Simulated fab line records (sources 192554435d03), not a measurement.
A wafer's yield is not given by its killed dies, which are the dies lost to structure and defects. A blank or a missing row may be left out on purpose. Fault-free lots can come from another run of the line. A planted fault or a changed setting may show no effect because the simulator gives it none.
fab line records | flow n5-finfet | part 1 of 2: steps 1 to 25 of 31
record: lots: 5 wafers: 15 last-day: 17
route steps=1938 shown BEOL_M7@1271
lots that met no fault: taken from a fault-free run of the same line
start-h: start of the lot's first displayed wafer, in hours after the record's first day | wait-h: hours since the lot's step before | " identical to the entry in the row above | L1.1+2: a row that stands for several wafers | - value missing, or start not given | * or withheld: withheld | < > ~ a bound
route shown NAME@n: a module of which the file shows steps, and the number in the route of the first | usual: mean and standard deviation over wafers with no fault | same: alike in all rows | chamber/n: place in a boat | sites: readings site by site | _std_site: their standard deviation | _edge_site: the outer-site mean with the inner-site mean subtracted | radius-mm: for every site, how far away it sits from the centre of the wafer | mask NAME#n: copy n | behind: the last tool/chamber to shape the wafer | hold: what put the lot on hold/how long, in hours/how the hold closed | device: which transistor (n, p or np) failed to switch | end of line: the route-end tests of the same wafers | a step without rows: its recipe alone | killed: at the first sort, the dies lost to defects and structure; wafer yield is something else | map: shows each die of a wafer: x if killed, . if not, _ if none is there
set.NAME: the run value of the setting; set.NAME@STEP: its run value at that earlier step | model.NAME: the simulator's own value behind a step, which no gauge read
certain route steps with their lots: each step a table, each wafer a row
services: the hour from which a tool's chamber was out of use, counted from the record's first day as start-h (under 0 if before that day), plus the number of hours and why
== steps ==
step: N5_BEOL_M7_EBR_07
recipe: solvent: PGMEA ebr-width-mm: 1.5
columns lot.wafer tool chamber start-h wait-h
L074.2+4+6 litho-track-03 0 - -
L075.1+3+5 litho-track-05 0 - -
L079.1+4+6 litho-track-05 0 - -
L083.1+3+5 litho-track-01 0 - -
L095.1+3+4 litho-track-03 0 - -
step: N5_BEOL_M7_SOFTBAKE_06
recipe: temp-c: 110 time-s: 60 resist: CAR-ArF
columns lot.wafer tool chamber start-h wait-h
L074.2+4+6 litho-track-03 0 - -
L075.1+3+5 litho-track-05 0 - -
L079.1+4+6 litho-track-05 0 - -
L083.1+3+5 litho-track-01 0 - -
L095.1+3+4 litho-track-03 0 - -
step: N5_BEOL_M7_EXPOSE_08
recipe: mask-id: M7 na: 1.35 source-shape: dipole sigma-inner: 0.817 sigma-outer: 0.97 polarization: te dose-mj: 68.25
same: sigma-outer: 0.97
columns lot.wafer tool chamber start-h wait-h mask
L074.2+4+6 arfi-scanner-02 0 185.86 - M7#0
L075.1+3+5 arfi-scanner-01 0 219.50 - M7#0
L079.1+4+6 arfi-scanner-02 0 248.39 - M7#0
L083.1+3+5 arfi-scanner-02 0 254.70 - M7#0
L095.1+3+4 arfi-scanner-01 0 343.72 - M7#0
step: N5_BEOL_M7_PEB_09
recipe: peb-temp-c: withheld peb-time-s: 60 resist: CAR-ArF
columns lot.wafer tool chamber start-h wait-h
L074.2+4+6 litho-track-03 0 185.92 0.0
L075.1+3+5 litho-track-05 0 219.56 0.1
L079.1+4+6 litho-track-03 0 248.45 0.1
L083.1+3+5 litho-track-03 0 254.76 0.1
L095.1+3+4 litho-track-01 0 343.78 0.1
step: N5_BEOL_M7_DEVELOP_10
recipe: develop-time-s: 30 developer: TMAH resist: CAR-ArF rinse-liquid: diw dry: air-spin dev-temp-c: 23
columns lot.wafer tool chamber start-h wait-h
L074.2+4+6 litho-track-03 0 - -
L075.1+3+5 litho-track-05 0 - -
L079.1+4+6 litho-track-03 0 - -
L083.1+3+5 litho-track-03 0 - -
L095.1+3+4 litho-track-01 0 - -
step: N5_BEOL_M7_CD_MEAS_11
recipe: target-cd-nm: 38.5 landing-energy-ev: 500 detector: se-inlens polarity: opening
usual: cd-nm: 38.5/0.54
columns lot.wafer tool chamber start-h wait-h cd-nm
L074.2 cd-sem-01 0 185.98 - 38.4
L074.4 " 0 " " 38.0
L074.6 " 0 " " 38.0
L075.1 cd-sem-03 0 219.62 - 38.1
L075.3 " 0 " " 39.0
L075.5 " 0 " " 37.9
L079.1 cd-sem-02 0 248.52 - 37.7
L079.4 " 0 " " 38.5
L079.6 " 0 " " 38.3
L083.1 cd-sem-02 0 254.83 - 38.4
L083.3 " 0 " " 38.4
L083.5 " 0 " " 38.5
L095.1 cd-sem-03 0 343.85 - 38.2
L095.3 " 0 " " 38.7
L095.4 " 0 " " 38.8
step: N5_BEOL_M7_OVL_MEAS_12
recipe: points-per-wafer: 44
usual: M7_OVL: -0.5/0.86
columns lot.wafer tool chamber start-h wait-h M7_OVL[nm]
L074.2 overlay-02 0 186.01 0.0 -0.2
L074.4 " 0 " " 0.0
L074.6 " 0 " " -0.3
L075.1 overlay-02 0 219.65 0.0 -1.3
L075.3 " 0 " " -0.3
L075.5 " 0 " " -0.4
L079.1 overlay-02 0 248.55 0.0 -0.5
L079.4 " 0 " " 0.9
L079.6 " 0 " " 0.9
L083.1 overlay-02 0 254.86 0.0 -1.2
L083.3 " 0 " " -1.1
L083.5 " 0 " " -1.8
L095.1 overlay-02 0 343.88 0.0 -0.8
L095.3 " 0 " " 0.0
L095.4 " 0 " " -0.8
step: N5_BEOL_M7_INSPECT_13
recipe: mode: adi inspect-instrument: brightfield
usual: raw-defect-count: 404/93
columns lot.wafer tool chamber start-h wait-h raw-defect-count
L074.2 defect-inspect-01 - 186.04 0.0 356
L074.4 " - " " 480
L074.6 " - " " 346
L075.1 defect-inspect-01 - 219.68 0.0 287
L075.3 " - " " 365
L075.5 " - " " 345
L079.1 defect-inspect-02 - 248.57 0.0 577
L079.4 " - " " 365
L079.6 " - " " 357
L083.1 defect-inspect-02 - 254.88 0.0 425
L083.3 " - " " 371
L083.5 " - " " 552
L095.1 defect-inspect-01 - 343.91 0.0 489
L095.3 " - " " 349
L095.4 " - " " 391
step: N5_BEOL_M7_DESCUM_16
recipe: chemistry: O2 time-s: 7.9 source-power-w: 50 bias-power-w: 20 pressure-mtorr: 20 rf-frequency-hz: 2.712e+07 temp-c: 40 resist: CAR-ArF o2-flow-sccm: 225
usual: drypump-motor-current-A: 5.5/0.52 oes-product-au: 0.79/0.083 rf-vpp-V: 243.4/1.5 showerhead-plenum-p-Torr: 2.12/0.078 throttle-valve-pct: 20.53/0.2
columns lot.wafer tool chamber start-h wait-h drypump-motor-current-A oes-product-au rf-hours-counter-h rf-vpp-V showerhead-plenum-p-Torr throttle-valve-pct
L074.2 rie-diel-03 3 187.05 1.0 6.3 0.97 4 241.7 2.06 20.63
L074.4 " 0 " " 4.9 0.76 161 240.1 2.01 20.77
L074.6 " 0 " " 4.9 0.77 - 241.8 2.01 20.77
L075.1 rie-diel-04 3 219.92 0.2 4.9 0.75 174 243.0 2.15 20.50
L075.3 " 1 " " 4.9 0.74 167 244.2 2.15 20.68
L075.5 " 1 " " 4.9 0.74 - 244.8 2.15 20.69
L079.1 rie-diel-03 3 248.90 0.3 6.3 0.90 26 243.0 2.06 20.67
L079.4 " 2 " " 6.1 0.96 4 242.9 2.15 20.08
L079.6 " 1 " " 6.1 0.70 - 241.2 2.09 20.70
L083.1 rie-diel-03 3 255.02 0.1 6.3 0.91 28 240.4 2.06 20.67
L083.3 " 1 " " 6.0 0.69 187 241.8 2.09 20.71
L083.5 " 3 " " 6.3 0.91 - 240.9 2.06 20.66
L095.1 rie-diel-05 3 343.94 0.0 6.1 0.83 77 241.9 2.04 20.30
L095.3 " 1 " " 5.6 0.79 102 244.2 2.21 20.69
L095.4 " 0 " " 5.8 0.79 112 243.9 2.22 20.52
step: N5_BEOL_M7_ETCH_61
recipe: chemistry: CF4 target: SiARC target-depth-a: 455 mask-material: CAR-ArF time-s: 75.8 ion-energy-ev: 80 pressure-mtorr: 40 source-w: 545 bias-w: 36 Ar_flow_sccm: 100 cf4-flow-sccm: 100 ends: cleared
usual: cf4-flow-sccm: 99.98/0.29 drypump-motor-current-A: 5.5/0.52 etch-rf-on-time-s: 75.6/1.6 oes-product-au: 0.67/0.072 rf-vpp-V: 184.3/1.2 showerhead-plenum-p-Torr: 2.17/0.079 throttle-valve-pct: 15.70/0.22
columns lot.wafer tool chamber start-h wait-h cf4-flow-sccm drypump-motor-current-A etch-rf-on-time-s oes-product-au rf-hours-counter-h rf-vpp-V showerhead-plenum-p-Torr throttle-valve-pct
L074.2 rie-diel-03 3 187.09 0.0 99.73 6.3 76.1 0.83 4 184.1 2.12 15.69
L074.4 " 0 " " 100.00 4.9 77.2 0.65 161 182.3 2.04 15.85
L074.6 " 0 " " 100.12 4.9 76.9 0.65 - 183.6 2.04 15.86
L075.1 rie-diel-04 3 219.95 0.0 99.75 4.9 78.7 0.62 174 186.1 2.21 15.74
L075.3 " 1 " " 100.37 4.9 78.1 0.62 167 183.4 2.23 16.01
L075.5 " 1 " " 99.82 4.9 78.1 0.62 - 184.8 2.23 16.02
L079.1 rie-diel-03 3 248.93 0.0 99.76 6.3 75.9 0.77 26 181.8 2.11 15.75
L079.4 " 2 " " 99.92 6.1 72.0 0.83 4 182.4 2.20 15.27
L079.6 " 1 " " 100.03 6.0 77.0 0.60 - 184.2 2.13 15.90
L083.1 rie-diel-03 3 255.06 0.0 100.73 6.3 76.0 0.77 28 183.0 2.11 15.75
L083.3 " 1 " " 100.19 6.0 77.0 0.60 187 184.3 2.13 15.90
L083.5 " 3 " " 100.24 6.3 76.3 0.77 - 184.0 2.11 15.74
L095.1 rie-diel-05 3 343.97 0.0 100.37 6.1 76.1 0.70 77 183.0 2.08 15.35
L095.3 " 1 " " 100.00 5.6 73.5 0.68 102 185.3 2.26 15.88
L095.4 " 0 " " 99.76 5.8 74.9 0.67 112 185.4 2.24 15.62
step: N5_BEOL_M7_ETCH_62
recipe: chemistry: N2/H2 target: SOC target-depth-a: 1100 overetch-a: 220 mask-material: SiARC temp-c: 40 time-s: 165 ion-energy-ev: 200 pressure-mtorr: 30 source-w: 840 bias-w: 150 n2-flow-sccm: 200 h2-flow-sccm: 200
usual: drypump-motor-current-A: 5.5/0.52 oes-product-au: 0.67/0.066 rf-vpp-V: 524.7/2.9 showerhead-plenum-p-Torr: 2.56/0.098 throttle-valve-pct: 17.85/0.25
columns lot.wafer tool chamber start-h wait-h drypump-motor-current-A oes-product-au rf-hours-counter-h rf-vpp-V showerhead-plenum-p-Torr throttle-valve-pct
L074.2 rie-diel-03 3 187.15 0.0 6.3 0.82 4 524.1 2.48 17.79
L074.4 " 0 " " 4.9 0.64 161 521.5 2.44 18.13
L074.6 " 0 " " 4.9 0.65 - 518.6 2.44 18.14
L075.1 rie-diel-04 3 220.01 0.0 4.9 0.63 174 525.9 2.63 17.98
L075.3 " 1 " " 5.0 0.64 167 526.6 2.64 18.25
L075.5 " 1 " " 4.9 0.63 - 527.5 2.64 18.24
L079.1 rie-diel-03 3 248.99 0.0 6.3 0.77 26 522.7 2.47 17.80
L079.4 " 2 " " 6.2 0.80 4 525.6 2.60 17.38
L079.6 " 1 " " 6.0 0.60 - 523.1 2.52 18.06
L083.1 rie-diel-03 3 255.11 0.0 6.3 0.77 28 522.9 2.47 17.81
L083.3 " 1 " " 6.0 0.59 187 522.1 2.52 18.08
L083.5 " 3 " " 6.3 0.76 - 522.1 2.47 17.81
L095.1 rie-diel-05 3 344.03 0.0 6.1 0.69 77 521.6 2.45 17.51
L095.3 " 1 " " 5.6 0.67 103 527.7 2.67 17.92
L095.4 " 0 " " 5.8 0.66 112 528.1 2.67 17.76
step: N5_BEOL_M7_STRIP_68
recipe: chemistry: N2/H2 temp-c: 40 n2-flow-sccm: 200 h2-flow-sccm: 200 rf-frequency-hz: 6e+07
columns lot.wafer tool chamber start-h wait-h
L074.2+4+6 rie-diel-03 3,0,0 187.28 0.1
L075.1+3+5 rie-diel-04 3,1,1 220.14 0.1
L079.1+4+6 rie-diel-03 3,2,1 249.12 0.1
L083.1+3+5 rie-diel-03 3,1,3 255.25 0.1
L095.1+3+4 rie-diel-05 3,1,0 344.17 0.1
step: N5_BEOL_M7_STRIP_67
recipe: chemistry: CF4 resist: SiARC power-w: 300 bias-power-w: 75 pressure-mtorr: 50 cf4-flow-sccm: 150 rf-frequency-hz: 6e+07
usual: cf4-flow-sccm: 150.0/0.47 drypump-motor-current-A: 5.5/0.52 oes-product-au: 0.79/0.078 rf-vpp-V: 271.6/1.8 showerhead-plenum-p-Torr: 1.82/0.067 throttle-valve-pct: 13.68/0.22
columns lot.wafer tool chamber start-h wait-h cf4-flow-sccm drypump-motor-current-A oes-product-au rf-hours-counter-h rf-vpp-V showerhead-plenum-p-Torr throttle-valve-pct
L074.2 rie-diel-03 3 187.29 0.0 150.4 6.3 0.96 5 270.6 1.76 13.57
L074.4 " 0 " " 149.4 4.9 0.76 161 271.7 1.71 13.83
L074.6 " 0 " " 149.6 4.9 0.76 - 270.8 1.71 13.80
L075.1 rie-diel-04 3 220.15 0.0 150.0 4.9 0.75 174 272.5 1.85 13.72
L075.3 " 1 " " 150.3 4.9 0.74 167 275.9 1.86 13.97
L075.5 " 1 " " 149.7 4.9 0.74 - 271.0 1.86 13.97
L079.1 rie-diel-03 3 249.13 0.0 150.0 6.3 0.91 26 269.7 1.76 13.61
L079.4 " 2 " " 149.4 6.1 0.95 4 272.0 1.85 13.24
L079.6 " 1 " " 149.7 6.0 0.72 - 272.1 1.79 13.91
L083.1 rie-diel-03 3 255.26 0.0 150.0 6.3 0.91 28 270.0 1.76 13.61
L083.3 " 1 " " 150.2 6.1 0.71 187 271.6 1.79 13.87
L083.5 " 3 " " 149.1 6.3 0.91 - 269.0 1.76 13.61
L095.1 rie-diel-05 3 344.18 0.0 150.6 6.1 0.82 77 268.7 1.75 13.35
L095.3 " 1 " " 150.7 5.6 0.79 103 272.4 1.89 13.86
L095.4 " 0 " " 150.4 5.8 0.79 112 272.7 1.89 13.64
step: N5_BEOL_M7_HM_OPEN_17
recipe: chemistry: Cl2/BCl3 target-depth-a: 200 overetch-a: 60 target: TiN mask-material: SOC ion-energy-ev: 150 pressure-mtorr: 10 icp-w: 1000 bias-w: 126 Cl2_flow_sccm: 53.25 bcl3-flow-sccm: 21.75 Ar_flow_sccm: 25
usual: bcl3-flow-sccm: 21.74/0.073 drypump-motor-current-A: 5.9/0.58 oes-product-au: 0.63/0.059 throttle-valve-pct: 22.07/0.21
columns lot.wafer tool chamber start-h wait-h bcl3-flow-sccm drypump-motor-current-A oes-product-au rf-hours-counter-h throttle-valve-pct
L074.2 rie-metal-03 1 187.36 0.1 21.71 5.2 0.56 98 22.07
L074.4 " 0 " " 21.81 5.0 0.60 - 21.86
L074.6 " 0 " " 21.81 5.0 0.61 - 21.85
L075.1 rie-metal-02 0 220.19 0.0 21.65 6.5 0.59 70 22.28
L075.3 " 1 " " 21.77 6.3 0.70 - 21.82
L075.5 " 0 " " 21.66 6.4 0.60 - 22.27
L079.1 rie-metal-01 0 249.17 0.0 21.59 6.2 0.63 55 22.11
L079.4 " 0 " " 21.70 6.2 0.64 - 22.10
L079.6 " 0 " " 21.77 6.2 0.64 - 22.13
L083.1 rie-metal-02 1 255.30 0.0 21.76 6.3 0.67 39 21.84
L083.3 " 0 " " 21.77 6.5 0.58 - 22.28
L083.5 " 1 " " 21.89 6.3 0.69 - 21.82
L095.1 rie-metal-01 1 344.22 0.0 21.63 5.6 0.71 22 22.38
L095.3 " 1 " " 21.64 5.6 0.71 - 22.38
L095.4 " 0 " " 21.86 6.2 0.62 - 22.13
step: N5_BEOL_M7_STRIP_19
recipe: chemistry: O2 power-w: 400 temp-c: 40 pressure-mtorr: 30 rf-frequency-hz: 6e+07 bias-power-w: 0 overash-fraction: 0.2 o2-flow-sccm: 225
usual: drypump-motor-current-A: 5.5/0.49 oes-product-au: 0.79/0.085 rf-vpp-V: 3.7/0.6 showerhead-plenum-p-Torr: 2.12/0.081 throttle-valve-pct: 16.75/0.2
columns lot.wafer tool chamber start-h wait-h drypump-motor-current-A oes-product-au rf-hours-counter-h rf-vpp-V showerhead-plenum-p-Torr throttle-valve-pct
L074.2 rie-diel-03 2 187.81 0.4 6.2 0.69 239 3.3 2.16 16.85
L074.4 " 1 " " 6.0 0.71 163 3.3 2.10 16.91
L074.6 " 0 " " 4.9 0.76 - 3.2 2.02 17.02
L075.1 rie-diel-05 1 220.33 0.1 5.6 0.83 67 4.2 2.22 16.85
L075.3 " 3 " " 6.1 0.86 44 3.4 2.06 16.44
L075.5 " 3 " " 6.1 0.88 - 3.0 2.06 16.42
L079.1 rie-diel-05 2 249.44 0.2 5.0 0.90 33 3.0 2.23 16.75
L079.4 " 1 " " 5.6 0.81 74 4.4 2.22 16.86
L079.6 " 2 " " 5.0 0.91 - 4.2 2.23 16.74
L083.1 rie-diel-05 3 255.54 0.2 6.1 0.85 53 3.4 2.06 16.45
L083.3 " 2 " " 5.0 0.91 35 3.8 2.23 16.76
L083.5 " 0 " " 5.8 0.82 - 4.3 2.23 16.70
L095.1 rie-diel-05 0 344.35 0.1 5.8 0.80 112 3.5 2.22 16.77
L095.3 " 1 " " 5.6 0.78 103 3.5 2.21 16.94
L095.4 " 3 " " 6.1 0.82 77 3.7 2.05 16.50
step: N5_BEOL_M7_CD_MEAS_18
recipe: pitch-nm: 80 target-cd-nm: 40
usual: cd-nm: 39.8/0.61
columns lot.wafer tool chamber start-h wait-h cd-nm
L074.2 cd-sem-01 - 187.88 0.1 39.4
L074.4 " - " " 39.6
L074.6 " - " " 39.7
L075.1 cd-sem-01 - 220.40 0.0 40.0
L075.3 " - " " 40.9
L075.5 " - " " 39.8
L079.1 cd-sem-02 - 249.51 0.0 39.3
L079.4 " - " " 39.8
L079.6 " - " " 39.7
L083.1 cd-sem-03 - 255.61 0.0 40.4
L083.3 " - " " 40.6
L083.5 " - " " 40.7
L095.1 cd-sem-01 - 344.42 0.0 39.7
L095.3 " - " " 40.5
L095.4 " - " " 40.6
step: N5_BEOL_M7_COAT_63
recipe: resist: SOC temp-c: 250 time-s: 60 spin-rpm: 1500 resist-thk-nm: 60
columns lot.wafer tool chamber start-h wait-h
L074.2+4+6 litho-track-03 0 188.66 0.8
L075.1+3+5 litho-track-03 0 220.45 0.0
L079.1+4+6 litho-track-05 0 249.83 0.3
L083.1+3+5 litho-track-05 0 256.77 1.2
L095.1+3+4 litho-track-03 0 346.56 2.1
step: N5_BEOL_M7_COAT_64
recipe: resist: SiARC temp-c: 220 time-s: 60 spin-rpm: 1500 resist-thk-nm: 12
columns lot.wafer tool chamber start-h wait-h
L074.2+4+6 litho-track-03 0 - -
L075.1+3+5 litho-track-03 0 - -
L079.1+4+6 litho-track-05 0 - -
L083.1+3+5 litho-track-05 0 - -
L095.1+3+4 litho-track-03 0 - -
step: N5_BEOL_M7_COAT_71
recipe: resist: underlayer temp-c: 205 time-s: 60 spin-rpm: 1500 resist-thk-nm: 5
columns lot.wafer tool chamber start-h wait-h
L074.2+4+6 litho-track-03 0 - -
L075.1+3+5 litho-track-03 0 - -
L079.1+4+6 litho-track-05 0 - -
L083.1+3+5 litho-track-05 0 - -
L095.1+3+4 litho-track-03 0 - -
step: N5_BEOL_M7_COAT_22
recipe: resist: CAR-EUV spin-rpm: 1500 resist-thk-nm: 30
columns lot.wafer tool chamber start-h wait-h
L074.2+4+6 litho-track-03 0 - -
L075.1+3+5 litho-track-03 0 - -
L079.1+4+6 litho-track-05 0 - -
L083.1+3+5 litho-track-05 0 - -
L095.1+3+4 litho-track-03 0 - -
step: N5_BEOL_M7_EBR_24
recipe: solvent: PGMEA ebr-width-mm: 1.5
columns lot.wafer tool chamber start-h wait-h
L074.2+4+6 litho-track-03 0 - -
L075.1+3+5 litho-track-03 0 - -
L079.1+4+6 litho-track-05 0 - -
L083.1+3+5 litho-track-05 0 - -
L095.1+3+4 litho-track-03 0 - -
step: N5_BEOL_M7_SOFTBAKE_23
recipe: temp-c: 110 time-s: 60 resist: CAR-EUV
columns lot.wafer tool chamber start-h wait-h
L074.2+4+6 litho-track-03 0 - -
L075.1+3+5 litho-track-03 0 - -
L079.1+4+6 litho-track-05 0 - -
L083.1+3+5 litho-track-05 0 - -
L095.1+3+4 litho-track-03 0 - -
step: N5_BEOL_M7_EXPOSE_25
recipe: mask-id: V6 na: 0.33 source-shape: annular sigma-inner: 0.4 sigma-outer: 0.8 polarization: unpolarized target-cd-nm: 40 dose-mj: 42.5
usual: stage-msd-nm: 0.767/0.029
same: sigma-outer: 0.8
columns lot.wafer tool chamber start-h wait-h mask stage-msd-nm
L074.2 euv-scanner-01 0 188.93 - V6#0 0.759
L074.4 " 0 " " V6#0 0.759
L074.6 " 0 " " V6#0 0.755
L075.1 euv-scanner-01 0 220.59 - V6#0 0.739
L075.3 " 0 " " V6#0 0.736
L075.5 " 0 " " V6#0 0.741
L079.1 euv-scanner-02 0 250.28 - V6#0 0.793
L079.4 " 0 " " V6#0 0.795
L079.6 " 0 " " V6#0 0.793
L083.1 euv-scanner-02 0 256.90 - V6#0 0.793
L083.3 " 0 " " V6#0 0.798
L083.5 " 0 " " V6#0 0.794
L095.1 euv-scanner-01 0 346.70 - V6#0 0.738
L095.3 " 0 " " V6#0 0.737
L095.4 " 0 " " V6#0 0.737
step: N5_BEOL_M7_PEB_26
recipe: peb-temp-c: 100 peb-time-s: 60 resist: CAR-EUV
columns lot.wafer tool chamber start-h wait-h
L074.2+4+6 litho-track-01 0 188.99 0.1
L075.1+3+5 litho-track-01 0 220.65 0.1
L079.1+4+6 litho-track-01 0 250.35 0.1
L083.1+3+5 litho-track-03 0 256.97 0.1
L095.1+3+4 litho-track-05 0 346.76 0.1
step: N5_BEOL_M7_DEVELOP_27
recipe: develop-time-s: 30 developer: TMAH resist: CAR-EUV rinse-liquid: surfactant-rinse dry: air-spin dev-temp-c: 23
columns lot.wafer tool chamber start-h wait-h
L074.2+4+6 litho-track-01 0 - -
L075.1+3+5 litho-track-01 0 - -
L079.1+4+6 litho-track-01 0 - -
L083.1+3+5 litho-track-03 0 - -
L095.1+3+4 litho-track-05 0 - -
